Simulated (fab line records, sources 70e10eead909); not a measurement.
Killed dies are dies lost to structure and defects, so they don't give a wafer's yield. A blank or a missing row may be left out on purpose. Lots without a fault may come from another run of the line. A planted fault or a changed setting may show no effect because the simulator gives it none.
fab line records | flow nand_harc
record lots=12 wafers=36 last_day=24
route steps=1159 shown A_STAIRCASE@729 A_SGD_CUT@765 END@1159
lots that met no fault: from a run of the same line without faults
start_h: hours from the record's first day to the start of the lot's first wafer shown | wait_h: hours since the lot's step before | " the same as in the row above | L1.1+2: a row that stands for several wafers | - no value, or no start given | * or withheld: withheld | < > ~ a bound
route shown NAME@n: a module of which the file shows steps, and the number in the route of the first | usual: mean/standard deviation of fault-free wafers | same: alike in all rows | chamber/n: place in a boat | sites: the reading at each site | _std_site: their standard deviation | _edge_site: outer sites' mean less inner sites' | radius_mm: how far each site lies from the wafer's centre | mask NAME#n: copy n | behind: the tool/chamber that last shaped the wafer | hold: why the lot was held/for how many hours/how that ended | device: the transistor (n, p or np) that didn't switch | end of line: the same wafers' tests at the end of the route | a step without rows: its recipe alone | killed: dies lost to structure and defects at the first sort, not the wafer's yield | map: a wafer's dies, x killed, . not, _ none there
set.NAME: the setting as run; set.NAME@STEP: as run at that earlier step | model.NAME: the simulator's own value behind a step, which no gauge read
steps of the route over a sample of lots; a table a step, a row a wafer
services: from which hour (start_h, from the record's first day; less than 0 if before it) a tool's chamber was out of use, for how many hours, and why
## steps
# step NHARC_A_STAIRCASE_STRIP_446
# recipe power_w=1500 temp_c=250 chemistry=O2
# usual drypump_motor_current_A=5.7/0.32 heater_power_w=353/31
# columns lot.wafer tool chamber start_h wait_h drypump_motor_current_A heater_power_w rf_hours_counter_h
L813.2 plasma_asher-01 0 314.58 0.1 6.0 343 9
L813.3 " 1 " " 5.4 342 -
L813.6 " 0 " " 6.0 338 -
L815.2 plasma_asher-02 1 326.99 0.2 5.3 346 46
L815.3 " 1 " " 5.3 335 -
L815.5 " 1 " " 5.3 330 -
L817.2 plasma_asher-02 1 333.66 0.1 5.3 331 47
L817.6 " 0 " " 6.0 398 -
L817.5 " 1 " " 5.3 342 -
L816.3 plasma_asher-01 1 333.83 0.1 5.4 344 -
L816.4 " 0 " " 6.1 333 -
L816.5 " 0 " " 6.1 333 -
L818.2 plasma_asher-02 0 344.53 0.0 6.0 399 51
L818.4 " 1 " " 5.3 329 -
L818.6 " 1 " " 5.3 338 -
L820.1 plasma_asher-01 1 359.97 0.0 5.5 340 23
L820.2 " 0 " " 6.0 339 23
L820.3 " 0 " " 6.0 340 -
L822.2 plasma_asher-01 1 365.40 0.3 5.4 329 26
L822.4 " 0 " " 6.0 342 -
L822.3 " 1 " " 5.4 332 -
L825.2 plasma_asher-01 0 377.10 0.1 6.0 338 33
L825.5 " 1 " " 5.5 345 -
L825.6 " 0 " " 6.0 333 -
L824.1 plasma_asher-02 0 377.11 0.0 6.0 418 3
L824.3 " 0 " " 6.0 415 -
L824.6 " 1 " " 5.3 338 -
L823.1 plasma_asher-01 0 377.55 0.0 6.1 341 33
L823.3 " 0 " " 6.0 331 -
L823.4 " 1 " " 5.4 333 -
L827.2 plasma_asher-01 1 400.14 0.1 5.4 341 41
L827.5 " 0 " " 6.0 336 -
L827.6 " 1 " " 5.4 335 -
L834.2 plasma_asher-02 0 447.89 0.0 6.0 415 22
L834.5 " 0 " " 6.0 416 -
L834.6 " 1 " " 5.3 330 -
# step NHARC_A_STAIRCASE_STRIP_475
# recipe time_s=20 o2_flow_sccm=500 ar_flow_sccm=0 bias_w=0 chemistry=O2
# usual drypump_motor_current_A=5.5/0.46 oes_product_au=1.000/0.0099 rf_vpp_V=57.9/0.92 showerhead_plenum_p_Torr=3.57/0.16 throttle_valve_pct=17.035/0.0089
# same time_s=20
# columns lot.wafer tool chamber start_h wait_h drypump_motor_current_A oes_product_au rf_hours_counter_h rf_vpp_V showerhead_plenum_p_Torr throttle_valve_pct
L813.3 rie_diel-13 3 - - 5.8 1.000 11 58.9 3.80 17.036
L813.2 " 1 " " 5.4 1.008 9 57.9 3.57 17.042
L813.6 " 3 " " 5.8 1.000 - 57.7 3.80 17.028
L815.3 rie_diel-03 1 - - 6.3 1.019 41 57.7 3.60 17.035
L815.2 " 3 " " 5.5 0.995 37 56.6 3.79 17.050
L815.5 " 2 " " 4.7 0.996 - 58.5 3.64 17.021
L817.2 rie_diel-13 2 - - 5.5 0.992 13 57.7 3.30 17.030
L817.6 " 1 " " 5.4 0.994 - 58.6 3.56 17.033
L817.5 " 2 " " 5.5 0.988 - 57.0 3.30 17.041
L816.3 rie_diel-06 3 - - 6.1 1.001 31 55.8 3.34 17.030
L816.4 " 0 " " 5.7 0.999 35 56.5 3.35 17.042
L816.5 " 3 " " 6.1 1.014 - 57.2 3.34 17.038
L818.2 rie_diel-13 0 - - 5.3 1.002 19 56.9 3.63 17.036
L818.4 " 2 " " 5.5 1.010 16 57.3 3.30 17.029
L818.6 " 0 " " 5.4 0.999 - 58.3 3.63 17.025
L820.1 rie_diel-03 0 - - 5.5 0.984 50 57.7 3.46 17.008
L820.3 " 1 " " 6.3 1.010 53 58.1 3.59 17.034
L820.2 " 3 " " 5.5 0.981 49 57.7 3.78 17.023
L822.2 rie_diel-13 0 - - 5.3 0.993 25 57.0 3.62 17.032
L822.4 " 1 " " 5.4 1.014 26 58.0 3.56 17.034
L822.3 " 2 " " 5.5 1.015 23 56.8 3.29 17.042
L825.2 rie_diel-13 2 - - 5.5 1.004 28 57.6 3.29 17.042
L825.6 " 3 " " 5.8 1.000 - 56.6 3.79 17.036
L825.5 " 0 " " 5.3 0.992 - 59.8 3.62 17.042
L824.1 rie_diel-03 0 379.07 0.2 5.5 1.004 55 57.3 3.46 17.031
L824.3 " 3 " " 5.5 1.005 54 57.6 3.78 17.044
L824.6 " 0 " " 5.6 0.997 - 59.1 3.46 17.037
L823.4 rie_diel-13 0 - - 5.3 0.986 32 57.3 3.62 17.040
L823.1 " 1 " " 5.4 0.999 31 58.1 3.55 17.053
L823.3 " 3 " " 5.8 1.000 33 58.6 3.79 17.036
L827.2 rie_diel-06 1 - - 5.0 0.995 57 58.3 3.41 17.040
L827.5 " 3 " " 6.1 0.998 - 57.2 3.33 17.044
L827.6 " 0 " " 5.7 0.985 - 59.4 3.34 17.030
L834.2 rie_diel-13 1 - - 5.4 1.012 59 58.1 3.54 17.045
L834.5 " 1 " " 5.4 1.012 - 59.3 3.54 17.038
L834.6 " 2 " " 5.5 0.998 - 56.1 3.28 17.044
# step NHARC_A_SGD_CUT_ETCH_16
# recipe target_depth_a=3105 time_s=155.2 c4f8_flow_sccm=withheld o2_flow_sccm=8 ar_flow_sccm=withheld rf_w=600 bias_w=800 chemistry=C4F8/O2/Ar
# usual oes_product_au=0.971/0.011 rf_vpp_V=721/3.8 run_length_s=176.6/0.37
# columns lot.wafer tool chamber start_h wait_h oes_product_au rf_hours_counter_h rf_vpp_V run_length_s
L813.3 rie_diel-04 1 318.79 - 0.968 2 720 176.1
L813.2 " 3 " " 0.968 3 717 176.5
L813.6 " 0 " " 0.967 - 729 176.6
L815.3 rie_diel-08 2 331.15 - 0.961 2 724 176.6
L815.2 " 3 " " 0.978 2 719 176.7
L815.5 " 1 " " 0.982 - 720 176.8
L817.2 rie_diel-12 3 338.19 - 0.961 9 721 176.4
L817.6 " 3 " " 0.959 - 724 176.4
L817.5 " 0 " " 0.969 - 718 176.7
L816.3 rie_diel-08 2 338.38 - 0.975 3 724 176.4
L816.4 " 3 " " 0.988 3 719 177.2
L816.5 " 1 " " 0.967 - 719 177.2
L818.2 rie_diel-12 2 348.90 - 0.961 9 719 175.9
L818.4 " 0 " " 0.970 10 718 176.5
L818.6 " 3 " " 0.964 - 722 176.1
L820.1 rie_diel-12 0 364.35 - 0.976 11 718 176.4
L820.3 " 1 " " 0.963 10 721 176.2
L820.2 " 2 " " 0.935 10 716 175.9
L822.2 rie_diel-08 2 369.80 - 0.990 6 727 176.5
L822.3 " 3 " " 0.993 6 718 176.5
L822.4 " 0 " " 0.964 6 726 176.4
L825.2 rie_diel-04 0 381.34 - 0.969 10 729 176.7
L825.5 " 2 " " 0.999 - 718 177.0
L825.6 " 3 " " 0.976 - 717 176.7
L824.3 rie_diel-08 0 381.66 - 0.964 7 724 176.5
L824.1 " 2 " " 0.962 8 724 176.6
L824.6 " 0 " " 0.960 - 726 176.3
L823.3 rie_diel-08 2 381.82 - 0.972 8 724 176.2
L823.4 " 3 " " 0.978 7 719 198.0
L823.1 " 0 " " 0.965 7 726 176.6
L827.2 rie_diel-04 2 404.18 - 0.987 14 717 176.9
L827.6 " 0 " " 0.975 - 727 176.6
L827.5 " 1 " " 0.964 - 721 176.2
L834.2 rie_diel-04 0 452.21 - 0.973 20 729 176.5
L834.5 " 1 " " 0.976 - 721 176.4
L834.6 " 2 " " 0.973 - 716 177.1
# step NHARC_A_SGD_CUT_STRIP_28
# recipe time_s=20 o2_flow_sccm=500 ar_flow_sccm=0 bias_w=0 chemistry=O2
# usual drypump_motor_current_A=5.8/0.49 oes_product_au=0.997/0.0089 rf_vpp_V=57.6/0.86 showerhead_plenum_p_Torr=3.45/0.12 throttle_valve_pct=17.038/0.0088
# same time_s=20
# columns lot.wafer tool chamber start_h wait_h drypump_motor_current_A oes_product_au rf_hours_counter_h rf_vpp_V showerhead_plenum_p_Torr throttle_valve_pct
L813.2 rie_diel-12 1 - - 5.8 0.998 7 57.9 3.48 17.044
L813.3 " 2 " " 5.3 0.986 7 58.1 3.33 17.038
L813.6 " 1 " " 5.8 1.000 - 57.2 3.48 17.041
L815.3 rie_diel-12 3 - - 5.0 0.988 9 57.6 3.49 17.023
L815.2 " 0 " " 5.5 0.998 9 56.6 3.39 17.025
L815.5 " 3 " " 5.0 0.984 - 57.1 3.49 17.045
L817.2 rie_diel-04 1 - - 5.1 0.998 5 58.5 3.44 17.048
L817.5 " 2 " " 5.7 1.011 - 57.5 3.31 17.040
L817.6 " 3 " " 6.4 0.992 - 56.3 3.31 17.040
L816.3 rie_diel-08 2 - - 6.0 0.991 4 56.6 3.57 17.039
L816.4 " 3 " " 5.9 0.997 4 57.3 3.38 17.034
L816.5 " 1 " " 6.7 1.008 - 58.4 3.42 17.054
L818.2 rie_diel-12 3 - - 5.0 0.984 10 58.7 3.49 17.038
L818.4 " 2 " " 5.3 0.971 9 57.3 3.33 17.037
L818.6 " 0 " " 5.5 1.002 - 57.8 3.38 17.032
L820.2 rie_diel-12 3 - - 5.0 0.984 11 58.4 3.49 17.016
L820.1 " 1 " " 5.8 1.002 11 56.2 3.48 17.030
L820.3 " 2 " " 5.3 0.986 10 57.6 3.33 17.033
L822.4 rie_diel-12 3 - - 4.9 0.980 11 58.1 3.49 17.036
L822.2 " 0 " " 5.5 1.004 12 56.5 3.38 17.035
L822.3 " 1 " " 5.8 0.999 11 58.5 3.48 17.039
L824.3 rie_diel-04 1 - - 5.1 0.986 12 57.0 3.44 17.032
L824.1 " 3 " " 6.4 1.007 12 57.1 3.31 17.055
L824.6 " 0 " " 5.9 1.002 - 58.0 3.71 17.031
L825.2 rie_diel-08 2 - - 6.0 0.997 8 57.2 3.57 17.025
L825.6 " 3 " " 5.9 0.999 - 57.4 3.37 17.043
L825.5 " 0 " " 5.9 1.002 - 57.1 3.62 17.037
L823.3 rie_diel-08 2 - - 6.0 0.990 8 57.7 3.57 17.041
L823.1 " 3 " " 5.9 0.992 8 57.6 3.37 17.017
L823.4 " 1 " " 6.8 1.003 8 58.1 3.42 17.040
L827.2 rie_diel-12 3 - - 5.0 0.993 3 57.0 3.49 17.037
L827.6 " 1 " " 5.8 0.986 - 57.9 3.48 17.038
L827.5 " 2 " " 5.3 0.982 - 57.4 3.32 17.050
L834.2 rie_diel-04 1 - - 5.1 0.998 21 58.2 3.43 17.043
L834.6 " 3 " " 6.4 0.995 - 54.8 3.30 17.035
L834.5 " 0 " " 5.9 1.006 - 57.8 3.71 17.043
# step NHARC_END_SORT_01
# recipe temp_c=25
# usual killed_at_array=21/8.9 killed_at_other=0.8/1.3 killed_at_periphery=3.6/2.4 killed_dies=26/8.9 killed_open=3.1/1.8 killed_short=1.9/1.3
# same gross_dies=677
# columns lot.wafer tool chamber start_h wait_h killed_at_array killed_at_other killed_at_periphery killed_dies killed_open killed_short
L813.2 prober-02 0 446.94 2.8 17 1 4 22 4 0
L813.3 prober-02 0 447.72 3.1 18 2 3 23 5 3
L813.6 prober-02 0 450.08 3.9 16 0 1 17 2 0
L816.3 prober-02 0 465.17 3.1 32 1 0 33 2 0
L816.4 prober-02 0 465.97 3.4 37 0 0 37 1 1
L816.5 prober-02 0 466.76 3.7 29 0 3 32 2 2
L818.2 prober-01 0 485.79 2.8 10 5 3 18 4 1
L818.4 prober-01 0 487.39 3.4 16 2 1 19 4 2
L818.6 prober-01 0 488.99 4.0 13 1 1 15 2 0
L822.2 prober-02 0 494.60 2.8 14 0 5 19 3 4
L822.3 prober-02 0 495.38 3.1 12 0 7 19 4 3
L822.4 prober-02 0 496.17 3.4 8 0 4 12 2 0
L825.2 prober-01 0 516.52 2.8 15 0 3 18 5 0
L825.5 prober-01 0 518.93 3.7 8 1 9 18 2 1
L825.6 prober-01 0 519.74 4.0 8 7 6 21 2 0
L823.1 prober-02 0 528.56 2.5 24 0 4 28 3 4
L823.3 prober-02 0 530.17 3.1 20 2 4 26 6 1
L823.4 prober-02 0 530.97 3.4 671 1 5 677 6 2
L827.2 prober-02 0 543.87 2.8 12 0 5 17 2 2
L827.5 prober-02 0 546.28 3.7 18 0 4 22 6 3
L827.6 prober-02 0 547.08 4.0 10 3 0 13 1 1
# killed by level:class
L813.2 A_CHANNEL_HOLE_D1:chamber_film_flake=7 A_SLIT:chamber_film_flake=5 A_CONTACT:chamber_film_flake=3 A_CONTACT:geometric_particle:open=2 P_STI:chamber_film_flake=2 P_GATE:geometric_particle:open=1 P_CONTACT:geometric_particle:open=1 THIN_TSV:chamber_film_flake=1
L813.3 A_CONTACT:geometric_particle:open=4 A_CONTACT:chamber_film_flake=4 A_STAIRCASE:chamber_film_flake=3 A_SLIT:chamber_film_flake=2 THIN_TSV:chamber_film_flake=2 P_CONTACT:geometric_particle:open=1 A_CHANNEL_FILL_D1:geometric_particle:short=1 A_WL_FILL:geometric_particle:short=1
L813.6 A_CONTACT:chamber_film_flake=5 A_CHANNEL_HOLE_D1:chamber_film_flake=3 A_SLIT:chamber_film_flake=3 A_STAIRCASE:chamber_film_flake=2 A_CHANNEL_HOLE_D1:geometric_particle:open=1 A_SGD_CUT:geometric_particle:open=1 P_GATE:chamber_film_flake=1 A_WL_FILL:chamber_film_flake=1
L816.3 A_CHANNEL_HOLE_D1:chamber_film_flake=11 A_CONTACT:chamber_film_flake=8 A_SLIT:chamber_film_flake=6 A_STAIRCASE:chamber_film_flake=5 A_CONTACT:geometric_particle:open=1 STARTING-WAFER:geometric_particle:open=1 A_WL_FILL:chamber_film_flake=1
L816.4 A_CHANNEL_HOLE_D1:chamber_film_flake=16 A_SLIT:chamber_film_flake=9 A_CONTACT:chamber_film_flake=6 A_STAIRCASE:chamber_film_flake=2 A_WL_FILL:chamber_film_flake=2 A_SGD_CUT:geometric_particle:short=1 A_CONTACT:geometric_particle:open=1
L816.5 A_CHANNEL_HOLE_D1:chamber_film_flake=10 A_SLIT:chamber_film_flake=7 A_CONTACT:chamber_film_flake=5 A_STAIRCASE:chamber_film_flake=4 A_WL_FILL:chamber_film_flake=2 P_GATE:geometric_particle:open=1 P_M0:geometric_particle:open=1 P_M0:geometric_particle:short=1
L818.2 THIN_TSV:chamber_film_flake=5 A_CHANNEL_HOLE_D1:chamber_film_flake=2 A_STAIRCASE:chamber_film_flake=2 A_WL_FILL:chamber_film_flake=2 P_GATE:geometric_particle:open=1 P_CONTACT:geometric_particle:open=1 P_CONTACT:geometric_particle:short=1 A_CHANNEL_FILL_D1:geometric_particle:open=1
L818.4 A_STAIRCASE:chamber_film_flake=5 A_CHANNEL_HOLE_D1:chamber_film_flake=2 A_SLIT:chamber_film_flake=2 THIN_TSV:chamber_film_flake=2 P_CONTACT:geometric_particle:short=1 A_ONON_D1:geometric_particle:open=1 A_CHANNEL_FILL_D1:geometric_particle:open=1 A_SGD_CUT:geometric_particle:short=1
L818.6 A_CHANNEL_HOLE_D1:chamber_film_flake=3 A_STAIRCASE:chamber_film_flake=3 A_SLIT:chamber_film_flake=3 A_CONTACT:chamber_film_flake=2 P_GATE:geometric_particle:open=1 A_CONTACT:geometric_particle:open=1 A_WL_FILL:chamber_film_flake=1 THIN_TSV:chamber_film_flake=1
L822.2 A_CONTACT:chamber_film_flake=4 A_CHANNEL_HOLE_D1:chamber_film_flake=3 P_M1:chamber_film_flake=2 P_STI:geometric_particle:open=1 P_GATE:geometric_particle:short=1 A_CHANNEL_FILL_D1:geometric_particle:short=1 A_SGD_CUT:geometric_particle:open=1 A_WL_FILL:geometric_particle:short=1
L822.3 P_M1:chamber_film_flake=5 A_CHANNEL_HOLE_D1:chamber_film_flake=4 P_GATE:geometric_particle:open=1 P_M0:geometric_particle:open=1 A_ONON_D1:geometric_particle:short=1 A_CHANNEL_FILL_D1:geometric_particle:short=1 A_SGD_CUT:geometric_particle:open=1 A_WL_FILL:geometric_particle:short=1
L822.4 P_M1:chamber_film_flake=4 A_CONTACT:chamber_film_flake=4 A_CHANNEL_HOLE_D1:geometric_particle:open=1 A_M0:geometric_particle:open=1 A_CHANNEL_HOLE_D1:chamber_film_flake=1 A_WL_FILL:chamber_film_flake=1
L825.2 A_CHANNEL_HOLE_D1:chamber_film_flake=4 A_STAIRCASE:chamber_film_flake=3 P_M2:chamber_film_flake=2 A_WL_FILL:chamber_film_flake=2 P_M1:geometric_particle:open=1 A_SOURCE_PLATE:geometric_particle:open=1 A_CHANNEL_FILL_D1:geometric_particle:open=1 A_WL_FILL:geometric_particle:open=1
L825.5 P_M2:chamber_film_flake=7 A_CHANNEL_HOLE_D1:chamber_film_flake=3 P_ZERO_WELL:chamber_film_flake=2 A_CONTACT:chamber_film_flake=2 A_CONTACT:geometric_particle:open=1 A_CONTACT:geometric_particle:short=1 A_M1:geometric_particle:open=1 HYBRID_BOND:chamber_film_flake=1
L825.6 HYBRID_BOND:chamber_film_flake=6 A_CHANNEL_HOLE_D1:chamber_film_flake=4 P_GATE:chamber_film_flake=3 P_CONTACT:geometric_particle:open=1 P_ZERO_WELL:chamber_film_flake=1 P_M2:chamber_film_flake=1 STARTING-WAFER:geometric_particle:open=1 A_ZERO_WELL:chamber_film_flake=1
L823.1 A_SLIT:chamber_film_flake=11 A_CHANNEL_HOLE_D1:chamber_film_flake=4 A_WL_FILL:geometric_particle:short=2 P_STI:chamber_film_flake=2 P_M0:geometric_particle:open=1 A_CHANNEL_FILL_D1:geometric_particle:open=1 A_CHANNEL_FILL_D1:geometric_particle:short=1 A_SGD_CUT:geometric_particle:open=1
L823.3 A_SLIT:chamber_film_flake=11 A_CONTACT:geometric_particle:open=3 A_CONTACT:chamber_film_flake=3 P_CONTACT:geometric_particle:open=2 A_CHANNEL_HOLE_D1:chamber_film_flake=2 THIN_TSV:chamber_film_flake=2 P_GATE:geometric_particle:open=1 A_ONON_D1:geometric_particle:short=1
L823.4 A_SGD_CUT:area_etch=658 A_SLIT:chamber_film_flake=5 A_WL_FILL:geometric_particle:open=2 P_CONTACT:geometric_particle:open=1 P_CONTACT:geometric_particle:short=1 P_M1:geometric_particle:open=1 A_ONON_D1:geometric_particle:short=1 A_CONTACT:geometric_particle:open=1
L827.2 A_CHANNEL_HOLE_D1:chamber_film_flake=5 A_CONTACT:chamber_film_flake=3 A_CONTACT:geometric_particle:short=1 P_BONDPAD:geometric_particle:open=1 A_SGD_CUT:geometric_particle:open=1 A_WL_FILL:geometric_particle:short=1 P_ZERO_WELL:chamber_film_flake=1 P_STI:chamber_film_flake=1
L827.5 A_CONTACT:geometric_particle:open=5 P_GATE:chamber_film_flake=3 A_CHANNEL_FILL_D1:geometric_particle:short=2 A_ZERO_WELL:chamber_film_flake=2 A_CHANNEL_HOLE_D1:chamber_film_flake=2 A_CONTACT:geometric_particle:short=1 A_M1:geometric_particle:open=1 P_ZERO_WELL:chamber_film_flake=1
L827.6 A_CONTACT:chamber_film_flake=4 A_CHANNEL_HOLE_D1:chamber_film_flake=3 THIN_TSV:chamber_film_flake=2 A_M0:geometric_particle:open=1 A_M0:geometric_particle:short=1 A_STAIRCASE:chamber_film_flake=1 HYBRID_BOND:latent=1
## services
# columns tool chamber start_h hours kind
rie_diel-08 - 301.80 9.0 pm
rie_diel-12 - 304.08 0.4 repair
rie_diel-12 0 309.40 - clean
rie_diel-12 1 309.40 - clean
rie_diel-12 2 309.40 - clean
rie_diel-12 3 309.40 - clean
rie_diel-13 2 316.71 5.8 repair
rie_diel-13 - 339.31 0.8 repair
plasma_asher-02 - 360.76 9.0 pm
rie_diel-04 - 366.02 0.3 repair
rie_diel-03 1 370.70 3.7 repair
rie_diel-03 2 373.90 5.3 repair
rie_diel-12 - 379.40 9.0 pm
plasma_asher-01 - 379.44 0.9 repair
rie_diel-03 - 392.98 9.0 pm
rie_diel-12 1 397.89 6.5 repair
rie_diel-08 0 410.20 6.9 repair
plasma_asher-02 - 413.71 21.1 repair
rie_diel-06 - 418.51 9.0 pm
rie_diel-04 3 418.59 6.9 repair
rie_diel-06 0 431.42 6.5 repair
rie_diel-04 0 436.96 6.9 repair
rie_diel-13 - 453.05 9.0 pm
plasma_asher-01 - 453.23 9.0 pm
## key
first_sign step=NHARC_A_SGD_CUT_ETCH_16 reading=run_length_s direction=up sigmas=58 usual=* struck=*
effect step=NHARC_END_SORT_01 reading=killed_dies direction=up sigmas=73 usual=26 struck=677
more_kills_born_at NHARC_A_SGD_CUT_ETCH_16@rie_diel-08=658
met_at NHARC_A_SGD_CUT_ETCH_16
struck_lots L823
struck_wafers L823.4
later_rows_left_out L823.4
tester_left_out L823
not_acting_at NHARC_A_STAIRCASE_STRIP_446,NHARC_A_STAIRCASE_STRIP_475,NHARC_A_SGD_CUT_STRIP_28
onset_between 369.80 381.82
fault kind=process_parameter_drift tool=rie_diel-08 chamber=3 onset_h=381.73 steps=NHARC_A_SGD_CUT_ETCH_16 channel=time_s offset=* shape=step end_h=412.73 acts_in=* stated=*
# tester_left_out: of these lots the tester's yield and bins aren't shown, on N5 and GAA mostly nor the transistor test; their killed dies are dies lost to structure and defects alone, not to doping, threshold or leakage, so they don't give the yield
# later_rows_left_out: the simulator's readings of these wafers behind a module that went badly wrong aren't trusted and aren't shown, but for the sort
